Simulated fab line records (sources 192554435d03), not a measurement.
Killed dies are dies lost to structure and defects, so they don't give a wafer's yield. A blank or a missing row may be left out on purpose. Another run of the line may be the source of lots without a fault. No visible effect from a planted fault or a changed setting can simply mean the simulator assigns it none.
fab line records | flow n5Finfet
record lots=24 wafers=72 lastDay=17
route steps=1938 shown BEOL_M1@774
lots with no fault: from the same line, run without faults
startH: hours from the record's first day to the start of the lot's first wafer shown | waitH: hours since the lot's step before | " repeats the value in the row above | L1.1+2: several wafers, shown together as one row | - either no value or no given start | * or withheld: withheld | < > ~ a bound
route shown NAME@n: a module of which the file shows steps, and the number in the route of the first | usual: the fault-free wafers' mean and standard deviation | same: alike in all rows | chamber/n: place in a boat | sites: the reading at each site | _std_site: their standard deviation | _edge_site: inner sites' mean taken away from outer sites' mean | radiusMm: for every site, how far away it sits from the centre of the wafer | mask NAME#n: copy n | behind: tool/chamber where the wafer was last shaped | hold: what put the lot on hold/how long, in hours/how the hold closed | device: the transistor (n, p or np) that didn't switch | end of line: tests run on the same wafers once the route is complete | a step with no rows: only its recipe | killed: count of dies lost to structure and defects at first sort (not the wafer's yield) | map: a wafer's dies, marking killed ones x, the rest . and places with no die _
set.NAME: the setting the step ran with; set.NAME@STEP: the setting that earlier step ran with | model.NAME: the simulator's own value behind a step, which no gauge read
a sample of lots followed through the steps of the route, with each step as a table and each wafer as a row
services: the hour from which a tool's chamber was out of use, counted from the record's first day as startH (under 0 if before that day), plus the number of hours and why
## steps
# step N5_BEOL_M1_HM_OPEN_17
# recipe chemistry=Cl2/BCl3 targetDepthA=200 overetchA=60 target=TiN maskMaterial=SOC ionEnergyEv=150 pressureMtorr=10 icpW=1000 biasW=126 Cl2_flow_sccm=53.25 bcl3FlowSccm=21.75 Ar_flow_sccm=25
# usual biasW=126.0/0.38 drypumpMotorCurrentA=5.6/0.39 oesProductAu=0.71/0.096 throttleValvePct=22.10/0.17
# columns lot.wafer tool chamber startH waitH biasW drypumpMotorCurrentA oesProductAu rfHoursCounterH throttleValvePct
L074.1 rieMetal-01 0 122.86 0.0 125.9 5.2 0.76 9 21.92
L074.3 " 0 " " 126.4 5.2 0.77 - 21.90
L074.6 " 0 " " 126.2 5.1 0.77 - 21.92
L075.1 rieMetal-02 0 133.04 0.0 125.0 6.3 0.57 109 22.14
L075.3 " 0 " " 125.6 6.3 0.57 - 22.15
L075.6 " 0 " " 126.1 6.3 0.56 - 22.15
L076.1 rieMetal-03 0 137.19 0.0 126.1 5.7 0.70 28 22.01
L076.4 " 1 " " 126.0 5.7 0.81 - 21.94
L076.6 " 0 " " 125.7 5.7 0.70 - 22.00
L077.2 rieMetal-03 0 156.63 0.0 125.9 5.6 0.70 30 22.00
L077.3 " 0 " " 125.6 5.6 0.70 - 22.02
L077.5 " 1 " " 125.6 5.7 0.78 - 21.95
L079.2 rieMetal-02 1 158.87 0.0 126.3 5.3 0.85 1 22.37
L079.4 " 0 " " 126.0 6.3 0.56 - 22.16
L079.6 " 0 " " 126.3 6.3 0.55 - 22.16
L078.1 rieMetal-03 0 158.92 0.0 125.9 5.7 0.70 30 22.01
L078.2 " 1 " " 126.1 5.7 0.79 6 21.96
L078.5 " 0 " " 126.2 5.7 0.70 - 22.00
L080.1 rieMetal-02 1 158.96 0.1 125.7 5.3 0.84 1 22.39
L080.4 " 1 " " 126.2 5.3 0.82 - 22.41
L080.5 " 0 " " 126.5 6.2 0.55 - 22.18
L081.3 rieMetal-01 1 167.14 0.1 125.2 5.5 0.79 - 21.96
L081.5 " 1 " " 126.0 5.5 0.80 - 21.96
L081.6 " 0 " " 125.6 5.1 0.74 - 21.94
L082.1 rieMetal-02 0 167.15 0.0 126.5 6.2 0.55 112 22.16
L082.2 " 1 " " 125.9 5.3 0.83 2 22.40
L082.5 " 0 " " 125.4 6.2 0.55 - 22.17
L083.2 rieMetal-01 1 176.08 0.0 126.1 5.5 0.78 5 21.97
L083.3 " 0 " " 125.5 5.2 0.75 - 21.94
L083.4 " 1 " " 126.0 5.5 0.79 - 21.95
L084.1 rieMetal-01 1 180.03 0.0 126.3 5.5 0.78 6 21.98
L084.2 " 0 " " 126.4 5.1 0.74 16 21.94
L084.3 " 1 " " 126.3 5.5 0.78 - 21.96
L085.1 rieMetal-03 1 190.45 0.0 125.9 5.7 0.77 9 21.92
L085.2 " 0 " " 126.0 5.7 0.68 33 22.03
L085.3 " 0 " " 126.1 5.7 0.68 - 22.03
L086.1 rieMetal-02 0 192.85 0.0 125.4 6.2 0.55 115 22.17
L086.2 " 1 " " 126.0 5.3 0.81 5 22.38
L086.4 " 1 " " 126.4 5.3 0.81 - 22.41
L087.1 rieMetal-03 0 204.01 0.0 125.6 5.7 0.69 34 22.04
L087.5 " 1 " " 126.0 5.7 0.77 - 21.94
L087.6 " 0 " " 126.5 5.6 0.69 - 22.01
L088.2 rieMetal-02 0 209.78 0.1 125.6 6.2 0.55 - 22.17
L088.3 " 0 " " 126.0 6.3 0.55 - 22.17
L088.5 " 0 " " 125.7 6.3 0.55 - 22.18
L089.2 rieMetal-03 0 216.23 0.0 125.8 5.6 0.69 35 22.01
L089.5 " 0 " " 125.6 5.7 0.69 - 22.00
L089.6 " 1 " " 126.1 5.7 0.76 - 21.98
L090.1 rieMetal-01 0 219.94 0.0 125.9 5.1 0.73 20 21.94
L090.3 " 0 " " 126.0 5.1 0.72 - 21.96
L090.4 " 1 " " 126.7 5.5 0.76 - 21.96
L091.1 rieMetal-02 1 221.71 0.0 126.2 5.3 0.81 6 22.39
L091.2 " 1 " " 126.1 5.3 0.81 - 22.41
L091.6 " 1 " " 126.1 5.3 0.80 - 22.38
L092.1 rieMetal-01 1 232.10 0.0 125.8 5.5 0.76 10 21.97
L092.2 " 0 " " 126.3 5.2 0.71 21 21.97
L092.4 " 0 " " 125.7 5.1 0.72 - 21.97
L093.2 rieMetal-02 1 238.97 0.0 126.5 5.3 0.79 8 22.41
L093.5 " 1 " " 127.0 5.3 0.80 - 22.41
L093.6 " 0 " " 125.6 6.2 0.55 - 22.18
L094.3 rieMetal-03 1 244.15 0.1 126.0 5.8 0.75 - 21.97
L094.4 " 0 " " 126.6 5.7 0.67 - 22.03
L094.5 " 0 " " 126.2 5.7 0.69 - 22.02
L095.1 rieMetal-02 0 247.19 0.0 125.8 6.2 0.54 121 22.17
L095.2 " 1 " " 125.3 5.3 0.79 9 22.39
L095.6 " 1 " " 125.2 5.3 0.79 - 22.40
L096.1 rieMetal-01 1 251.54 0.0 126.1 5.5 0.74 12 21.97
L096.2 " 0 " " 125.8 5.1 0.72 23 21.93
L096.5 " 1 " " 126.1 5.5 0.74 - 21.97
L097.1 rieMetal-02 0 258.70 0.0 125.4 6.3 0.54 123 22.18
L097.2 " 1 " " 125.9 5.3 0.78 11 22.41
L097.5 " 0 " " 126.2 6.3 0.53 - 22.20
# step N5_BEOL_M1_STRIP_97
# recipe chemistry=N2/H2 timeS=10 powerW=450 tempC=40 pressureMtorr=20 rfFrequencyHz=6e+07 biasPowerW=7 n2FlowSccm=200 h2FlowSccm=200
# usual drypumpMotorCurrentA=5.5/0.45 oesProductAu=0.80/0.1 rfVppV=59.3/0.84 showerheadPlenumPTorr=2.56/0.09 throttleValvePct=23.5/0.31
# columns lot.wafer tool chamber startH waitH drypumpMotorCurrentA oesProductAu rfHoursCounterH rfVppV showerheadPlenumPTorr throttleValvePct
L074.1 rieDiel-01 0 - - 5.4 0.85 59 61.0 2.69 23.5
L074.3 " 1 " " 6.0 0.67 241 58.9 2.48 23.3
L074.6 " 2 " " 5.5 0.72 - 59.5 2.56 23.9
L075.1 rieDiel-02 3 - - 5.0 0.90 27 59.5 2.49 23.8
L075.3 " 1 " " 5.6 0.76 143 60.5 2.62 23.4
L075.6 " 1 " " 5.6 0.76 - 59.8 2.62 23.4
L076.1 rieDiel-04 2 - - 4.7 0.95 8 60.7 2.72 23.6
L076.4 " 3 " " 5.9 0.72 201 57.6 2.40 23.8
L076.6 " 2 " " 4.7 0.95 - 59.7 2.72 23.6
L077.2 rieDiel-01 0 - - 5.3 0.84 69 59.6 2.68 23.6
L077.3 " 3 " " 5.7 0.71 186 58.9 2.62 23.3
L077.5 " 0 " " 5.3 0.86 - 61.7 2.68 23.6
L079.2 rieDiel-04 1 - - 5.1 0.70 244 59.6 2.61 23.8
L079.4 " 0 " " 5.4 0.96 9 59.4 2.49 23.4
L079.6 " 1 " " 5.1 0.69 - 59.8 2.61 23.8
L078.1 rieDiel-02 1 - - 5.6 0.76 153 59.6 2.62 23.4
L078.2 " 0 " " 6.5 0.70 244 58.5 2.61 23.7
L078.5 " 1 " " 5.6 0.76 - 59.3 2.62 23.4
L080.1 rieDiel-04 3 - - 5.9 0.70 209 57.3 2.40 23.8
L080.4 " 0 " " 5.4 0.95 10 58.2 2.49 23.4
L080.5 " 3 " " 5.9 0.71 - 59.8 2.40 23.8
L081.3 rieDiel-02 2 - - 5.1 0.72 202 60.3 2.53 23.6
L081.5 " 2 " " 5.1 0.71 - 59.6 2.53 23.6
L081.6 " 3 " " 5.0 0.87 - 59.1 2.48 23.9
L082.1 rieDiel-04 1 - - 5.1 0.69 247 59.1 2.61 23.8
L082.2 " 3 " " 5.9 0.71 211 58.0 2.40 23.8
L082.5 " 2 " " 4.7 0.92 - 60.1 2.72 23.6
L083.2 rieDiel-01 3 - - 5.7 0.71 193 59.9 2.61 23.3
L083.3 " 0 " " 5.3 0.83 78 61.3 2.68 23.6
L083.4 " 2 " " 5.4 0.71 178 59.2 2.55 23.9
L084.1 rieDiel-04 2 - - 4.7 0.90 23 61.3 2.71 23.6
L084.2 " 0 " " 5.4 0.92 16 59.6 2.49 23.4
L084.3 " 3 " " 5.9 0.70 214 58.9 2.40 23.8
L085.1 rieDiel-02 1 - - 5.6 0.75 162 60.4 2.62 23.4
L085.2 " 2 " " 5.1 0.71 210 59.3 2.53 23.6
L085.3 " 3 " " 5.0 0.86 45 58.0 2.48 23.9
L086.1 rieDiel-01 3 - - 5.7 0.70 199 60.4 2.61 23.3
L086.2 " 2 " " 5.5 0.70 184 59.3 2.55 23.9
L086.4 " 1 " " 6.0 0.97 5 59.3 2.47 22.8
L087.1 rieDiel-02 3 - - 4.9 0.86 50 59.0 2.48 23.9
L087.5 " 3 " " 4.9 0.87 - 60.7 2.48 23.9
L087.6 " 2 " " 5.1 0.71 - 60.8 2.53 23.6
L088.2 rieDiel-01 3 - - 5.7 0.70 204 58.9 2.61 23.3
L088.3 " 1 " " 6.0 0.97 11 61.1 2.47 22.8
L088.5 " 0 " " 5.3 0.82 - 60.7 2.67 23.6
L089.2 rieDiel-01 1 - - 6.0 0.96 12 59.3 2.47 22.8
L089.5 " 1 " " 6.0 0.96 - 58.2 2.47 22.8
L089.6 " 0 " " 5.3 0.81 - 60.5 2.67 23.6
L090.1 rieDiel-02 3 - - 4.9 0.86 55 59.7 2.48 23.9
L090.3 " 0 " " 6.5 0.95 6 59.6 2.60 23.2
L090.4 " 2 " " 5.1 0.71 219 60.9 2.53 23.6
L091.1 rieDiel-02 0 - - 6.5 0.95 7 59.9 2.60 23.2
L091.2 " 3 " " 5.0 0.86 55 59.4 2.48 23.9
L091.6 " 1 " " 5.6 0.74 - 60.3 2.61 23.4
L092.1 rieDiel-02 3 - - 5.0 0.84 59 59.5 2.47 23.9
L092.2 " 0 " " 6.5 0.93 9 59.0 2.60 23.3
L092.4 " 1 " " 5.6 0.73 177 59.4 2.61 23.4
L093.2 rieDiel-01 1 - - 6.0 0.94 19 58.4 2.47 22.8
L093.5 " 1 " " 6.0 0.95 - 58.7 2.47 22.8
L093.6 " 2 " " 5.4 0.70 - 60.5 2.54 24.0
L094.3 rieDiel-04 3 - - 5.9 0.68 235 59.2 2.39 23.8
L094.4 " 3 " " 5.9 0.69 - 58.7 2.39 23.8
L094.5 " 0 " " 5.4 0.90 - 58.7 2.48 23.4
L095.1 rieDiel-01 3 - - 5.7 0.68 216 59.4 2.60 23.3
L095.2 " 0 " " 5.4 0.80 100 59.4 2.67 23.6
L095.6 " 3 " " 5.7 0.68 - 60.4 2.60 23.3
L096.1 rieDiel-01 1 - - 6.0 0.93 22 59.2 2.46 22.8
L096.2 " 2 " " 5.4 0.69 201 59.9 2.54 24.0
L096.5 " 1 " " 6.0 0.93 - 59.5 2.46 22.8
L097.1 rieDiel-04 2 - - 4.7 0.87 48 58.4 2.70 23.6
L097.2 " 0 " " 5.4 0.89 40 58.9 2.48 23.4
L097.5 " 2 " " 4.7 0.86 - 60.7 2.70 23.6
# step N5_BEOL_M1_SPUTTER_81
# recipe material=Cu targetThkA=45 tempC=-20 chamberPressurePa=0.07 powerW=withheld timeS=8.29
# usual throttleValvePct=30.2/1.1
# columns lot.wafer tool chamber startH waitH throttleValvePct
L074.1 pvdSputter-02 - 126.74 0.1 31.5
L074.3 " - " " 30.3
L074.6 " - " " 31.6
L075.1 pvdSputter-01 - 137.88 0.1 30.9
L075.3 " - " " 29.3
L075.6 " - " " 31.5
L076.1 pvdSputter-02 - 141.08 0.1 29.2
L076.4 " - " " 29.9
L076.6 " - " " 31.4
L077.2 pvdSputter-03 - 160.14 0.1 29.1
L077.3 " - " " 28.6
L077.5 " - " " 28.9
L079.2 pvdSputter-01 - 163.71 0.1 31.6
L079.4 " - " " 30.9
L079.6 " - " " 30.9
L078.1 pvdSputter-03 - 164.64 0.1 29.2
L078.2 " - " " 31.6
L078.5 " - " " 29.1
L080.1 pvdSputter-02 - 164.83 0.1 29.0
L080.4 " - " " 28.8
L080.5 " - " " 31.5
L081.3 pvdSputter-02 - 171.86 0.1 31.5
L081.5 " - " " 29.0
L081.6 " - " " 31.5
L082.1 pvdSputter-03 - 172.81 0.1 30.3
L082.2 " - " " 31.9
L082.5 " - " " 28.3
L083.2 pvdSputter-03 - 180.59 0.1 29.2
L083.3 " - " " 28.5
L083.4 " - " " 30.3
L084.1 pvdSputter-02 - 183.94 0.1 31.6
L084.2 " - " " 30.3
L084.3 " - " " 30.0
L085.1 pvdSputter-03 - 194.50 0.1 29.0
L085.2 " - " " 28.2
L085.3 " - " " 30.3
L086.1 pvdSputter-02 - 196.86 0.1 31.7
L086.2 " - " " 29.2
L086.4 " - " " 30.5
L087.1 pvdSputter-02 - 207.16 0.1 31.4
L087.5 " - " " 29.0
L087.6 " - " " 30.4
L088.2 pvdSputter-02 - 217.59 0.1 31.6
L088.3 " - " " 30.4
L088.5 " - " " 30.3
L089.2 pvdSputter-01 - 222.33 0.1 29.5
L089.5 " - " " 31.0
L089.6 " - " " 31.0
L090.1 pvdSputter-02 - 223.33 0.1 29.1
L090.3 " - " " 31.8
L090.4 " - " " 30.2
L091.1 pvdSputter-03 - 225.14 0.1 30.0
L091.2 " - " " 29.6
L091.6 " - " " 29.2
L092.1 pvdSputter-01 - 236.48 0.1 29.4
L092.2 " - " " 31.1
L092.4 " - " " 31.3
L093.2 pvdSputter-03 - 242.62 0.1 28.6
L093.5 " - " " 31.7
L093.6 " - " " 29.1
L094.3 pvdSputter-01 - 248.28 0.1 29.6
L094.4 " - " " 31.7
L094.5 " - " " 31.0
L095.1 pvdSputter-01 - 252.36 0.1 31.5
L095.2 " - " " 29.8
L095.6 " - " " 29.5
L096.1 pvdSputter-03 - 256.67 0.1 32.1
L096.2 " - " " 30.3
L096.5 " - " " 30.4
L097.1 pvdSputter-03 - 264.34 0.1 30.2
L097.2 " - " " 31.7
L097.5 " - " " 28.6
# step N5_BEOL_M1_SPUTTER_92
# recipe material=Cu targetThkA=45 tempC=-20 chamberPressurePa=0.07 powerW=withheld timeS=8.29
# usual throttleValvePct=30.2/1.1
# columns lot.wafer tool chamber startH waitH throttleValvePct
L074.1 pvdSputter-02 - 127.62 0.1 31.5
L074.3 " - " " 30.5
L074.6 " - " " 31.4
L075.1 pvdSputter-01 - 138.76 0.1 31.1
L075.3 " - " " 29.6
L075.6 " - " " 31.4
L076.1 pvdSputter-02 - 141.96 0.1 29.0
L076.4 " - " " 29.8
L076.6 " - " " 31.5
L077.2 pvdSputter-03 - 161.02 0.1 29.1
L077.3 " - " " 28.3
L077.5 " - " " 29.3
L079.2 pvdSputter-01 - 164.59 0.1 31.3
L079.4 " - " " 31.0
L079.6 " - " " 30.8
L078.1 pvdSputter-03 - 165.52 0.1 29.1
L078.2 " - " " 31.7
L078.5 " - " " 29.2
L080.1 pvdSputter-02 - 165.71 0.1 29.0
L080.4 " - " " 28.9
L080.5 " - " " 31.5
L081.3 pvdSputter-02 - 172.74 0.1 31.3
L081.5 " - " " 29.0
L081.6 " - " " 31.4
L082.1 pvdSputter-03 - 173.69 0.1 30.2
L082.2 " - " " 31.7
L082.5 " - " " 28.4
L083.2 pvdSputter-03 - 181.47 0.1 29.2
L083.3 " - " " 28.3
L083.4 " - " " 30.2
L084.1 pvdSputter-02 - 184.82 0.1 31.4
L084.2 " - " " 30.2
L084.3 " - " " 29.9
L085.1 pvdSputter-03 - 195.38 0.1 29.1
L085.2 " - " " 28.4
L085.3 " - " " 30.2
L086.1 pvdSputter-02 - 197.74 0.1 31.5
L086.2 " - " " 28.9
L086.4 " - " " 30.3
L087.1 pvdSputter-02 - 208.04 0.1 31.1
L087.5 " - " " 29.0
L087.6 " - " " 30.2
L088.2 pvdSputter-02 - 218.47 0.1 31.9
L088.3 " - " " 30.2
L088.5 " - " " 30.2
L089.2 pvdSputter-01 - 223.21 0.1 29.9
L089.5 " - " " 30.9
L089.6 " - " " 30.9
L090.1 pvdSputter-02 - 224.21 0.1 29.3
L090.3 " - " " 31.3
L090.4 " - " " 30.6
L091.1 pvdSputter-03 - 226.02 0.1 30.4
L091.2 " - " " 29.5
L091.6 " - " " 29.1
L092.1 pvdSputter-01 - 237.36 0.1 29.4
L092.2 " - " " 30.7
L092.4 " - " " 31.1
L093.2 pvdSputter-03 - 243.50 0.1 28.4
L093.5 " - " " 31.9
L093.6 " - " " 29.0
L094.3 pvdSputter-01 - 249.16 0.1 29.6
L094.4 " - " " 31.7
L094.5 " - " " 31.0
L095.1 pvdSputter-01 - 253.24 0.1 31.7
L095.2 " - " " 29.4
L095.6 " - " " 29.4
L096.1 pvdSputter-03 - 257.55 0.1 31.5
L096.2 " - " " 30.4
L096.5 " - " " 30.4
L097.1 pvdSputter-03 - 265.22 0.1 30.1
L097.2 " - " " 31.9
L097.5 " - " " 28.3
# step N5_BEOL_M1_ANNEAL_95
# recipe tempC=400 timeS=240 ambient=vacuum
# usual heaterPowerW=911/130
# columns lot.wafer tool chamber startH waitH heaterPowerW
L074.1 pvdSputter-02 - 127.92 0.0 909
L074.3 " - " " 765
L074.6 " - " " 911
L075.1 pvdSputter-01 - 139.06 0.0 847
L075.3 " - " " 869
L075.6 " - " " 984
L076.1 pvdSputter-02 - 142.26 0.0 1139
L076.4 " - " " 903
L076.6 " - " " 920
L077.2 pvdSputter-03 - 161.32 0.0 958
L077.3 " - " " 772
L077.5 " - " " 987
L079.2 pvdSputter-01 - 164.89 0.0 1032
L079.4 " - " " 843
L079.6 " - " " 1047
L078.1 pvdSputter-03 - 165.82 0.0 957
L078.2 " - " " 933
L078.5 " - " " 935
L080.1 pvdSputter-02 - 166.01 0.0 1154
L080.4 " - " " 1153
L080.5 " - " " 942
L081.3 pvdSputter-02 - 173.04 0.0 937
L081.5 " - " " 1134
L081.6 " - " " 923
L082.1 pvdSputter-03 - 173.99 0.0 664
L082.2 " - " " 929
L082.5 " - " " 771
L083.2 pvdSputter-03 - 181.77 0.0 964
L083.3 " - " " 796
L083.4 " - " " 692
L084.1 pvdSputter-02 - 185.12 0.0 896
L084.2 " - " " 762
L084.3 " - " " 889
L085.1 pvdSputter-03 - 195.68 0.0 957
L085.2 " - " " 767
L085.3 " - " " 675
L086.1 pvdSputter-02 - 198.04 0.0 912
L086.2 " - " " 1155
L086.4 " - " " 760
L087.1 pvdSputter-02 - 208.34 0.0 928
L087.5 " - " " 1148
L087.6 " - " " 755
L088.2 pvdSputter-02 - 218.77 0.0 938
L088.3 " - " " 766
L088.5 " - " " 762
L089.2 pvdSputter-01 - 223.51 0.0 903
L089.5 " - " " 843
L089.6 " - " " 1077
L090.1 pvdSputter-02 - 224.51 0.0 1139
L090.3 " - " " 917
L090.4 " - " " 768
L091.1 pvdSputter-03 - 226.32 0.0 691
L091.2 " - " " 946
L091.6 " - " " 960
L092.1 pvdSputter-01 - 237.66 0.0 893
L092.2 " - " " 850
L092.4 " - " " 1040
L093.2 pvdSputter-03 - 243.80 0.0 788
L093.5 " - " " 956
L093.6 " - " " 956
L094.3 pvdSputter-01 - 249.46 0.0 896
L094.4 " - " " 1017
L094.5 " - " " 836
L095.1 pvdSputter-01 - 253.54 0.0 1016
L095.2 " - " " 873
L095.6 " - " " 882
L096.1 pvdSputter-03 - 257.85 0.0 955
L096.2 " - " " 696
L096.5 " - " " 665
L097.1 pvdSputter-03 - 265.52 0.0 682
L097.2 " - " " 949
L097.5 " - " " 772
# step N5_BEOL_M1_DEP_57
# recipe material=SiCN targetThkA=80 tempC=withheld precursor=3MS/NH3 pressureTorr=3 rfW=202 timeS=14
# usual showerheadPlenumPTorr=3.669/0.012 throttleValvePct=9.1/0.55
# columns lot.wafer tool chamber startH waitH showerheadPlenumPTorr throttleValvePct
L074.1 pecvd-02 0 129.04 0.0 3.666 9.6
L074.3 " 1 " " 3.663 9.0
L074.6 " 1 " " 3.659 9.4
L075.1 pecvd-03 2 140.18 0.0 3.662 8.8
L075.3 " 1 " " 3.685 9.5
L075.6 " 0 " " 3.666 9.4
L076.1 pecvd-02 1 144.08 0.0 3.665 9.3
L076.4 " 2 " " 3.681 8.7
L076.6 " 0 " " 3.670 9.6
L077.2 pecvd-02 2 162.44 0.0 3.665 8.5
L077.3 " 1 " " 3.666 9.3
L077.5 " 0 " " 3.664 10.0
L079.2 pecvd-02 0 166.03 0.0 3.667 9.8
L079.4 " 0 " " 3.680 9.8
L079.6 " 1 " " 3.668 9.4
L078.1 pecvd-03 1 166.98 0.0 3.679 9.3
L078.2 " 0 " " 3.669 9.2
L078.5 " 2 " " 3.663 8.2
L080.1 pecvd-02 2 167.31 0.0 3.676 8.8
L080.4 " 2 " " 3.676 8.9
L080.5 " 0 " " 3.664 9.8
L081.3 pecvd-03 1 174.19 0.0 3.680 9.4
L081.5 " 1 " " 3.687 9.2
L081.6 " 0 " " 3.668 9.3
L082.1 pecvd-04 1 175.15 0.0 3.665 9.8
L082.2 " 2 " " 3.687 8.1
L082.5 " 2 " " 3.694 8.0
L083.2 pecvd-02 1 182.89 0.0 3.659 9.2
L083.3 " 2 " " 3.676 8.7
L083.4 " 2 " " 3.678 9.1
L084.1 pecvd-04 1 186.24 0.0 3.658 9.7
L084.2 " 0 " " 3.660 9.1
L084.3 " 2 " " 3.688 8.2
L085.1 pecvd-04 1 197.07 0.0 3.660 9.8
L085.2 " 0 " " 3.661 8.9
L085.3 " 2 " " 3.696 8.0
L086.1 pecvd-03 0 199.38 0.0 3.656 9.2
L086.2 " 2 " " 3.656 8.2
L086.4 " 0 " " 3.658 9.5
L087.1 pecvd-03 2 209.46 0.0 3.662 8.7
L087.5 " 0 " " 3.665 9.3
L087.6 " 2 " " 3.661 8.4
L088.2 pecvd-03 1 220.07 0.0 3.692 9.4
L088.3 " 2 " " 3.661 8.3
L088.5 " 1 " " 3.686 9.5
L089.2 pecvd-02 0 225.00 0.0 3.661 9.7
L089.5 " 0 " " 3.677 9.8
L089.6 " 2 " " 3.672 8.8
L090.1 pecvd-04 2 226.24 0.0 3.695 8.2
L090.3 " 1 " " 3.661 10.0
L090.4 " 2 " " 3.689 7.8
L091.1 pecvd-04 1 227.45 0.0 3.661 9.8
L091.2 " 2 " " 3.685 7.9
L091.6 " 1 " " 3.661 9.8
L092.1 pecvd-02 0 238.82 0.0 3.671 9.6
L092.2 " 1 " " 3.668 9.4
L092.4 " 2 " " 3.669 8.8
L093.2 pecvd-02 1 244.96 0.0 3.668 9.2
L093.5 " 1 " " 3.668 9.1
L093.6 " 2 " " 3.672 8.7
L094.3 pecvd-03 0 250.58 0.0 3.670 9.4
L094.4 " 0 " " 3.660 9.2
L094.5 " 1 " " 3.679 9.4
L095.1 pecvd-03 0 254.67 0.0 3.656 9.3
L095.2 " 2 " " 3.664 8.7
L095.6 " 2 " " 3.656 8.8
L096.1 pecvd-04 2 259.19 0.0 3.686 8.0
L096.2 " 1 " " 3.660 10.0
L096.5 " 1 " " 3.663 9.7
L097.1 pecvd-04 2 266.64 0.0 3.691 8.0
L097.2 " 1 " " 3.660 9.7
L097.5 " 1 " " 3.669 10.0
## services
# columns tool chamber startH hours kind
rieMetal-01 - 99.38 1.0 repair
pecvd-03 1 105.60 2.1 scheduledDown
rieMetal-02 - 111.94 2.8 pm
pecvd-04 - 127.86 5.5 pm
rieMetal-02 1 136.39 1.8 repair
rieMetal-03 1 145.12 1.7 repair
rieMetal-01 - 148.56 1.0 repair
rieDiel-01 1 151.64 - clean
rieDiel-01 1 151.64 - consumableReplace:focusRing
rieDiel-01 1 151.64 17.7 scheduledDown
rieDiel-01 1 151.64 17.7 ventCycle
pecvd-04 - 164.08 1.0 repair
pecvd-03 2 172.20 2.1 scheduledDown
rieDiel-02 0 185.57 - clean
rieDiel-02 0 185.57 - consumableReplace:focusRing
rieDiel-01 1 187.31 5.4 repair
rieMetal-02 1 206.40 14.0 repair
pecvd-02 1 207.07 5.5 scheduledDown
pecvd-02 2 213.03 5.5 scheduledDown
rieMetal-02 0 219.95 4.2 repair
rieDiel-02 0 227.10 2.8 repair
rieMetal-03 - 234.61 0.4 repair
rieMetal-01 - 263.39 0.9 repair
rieDiel-02 1 264.14 12.0 repair
## key
fault none
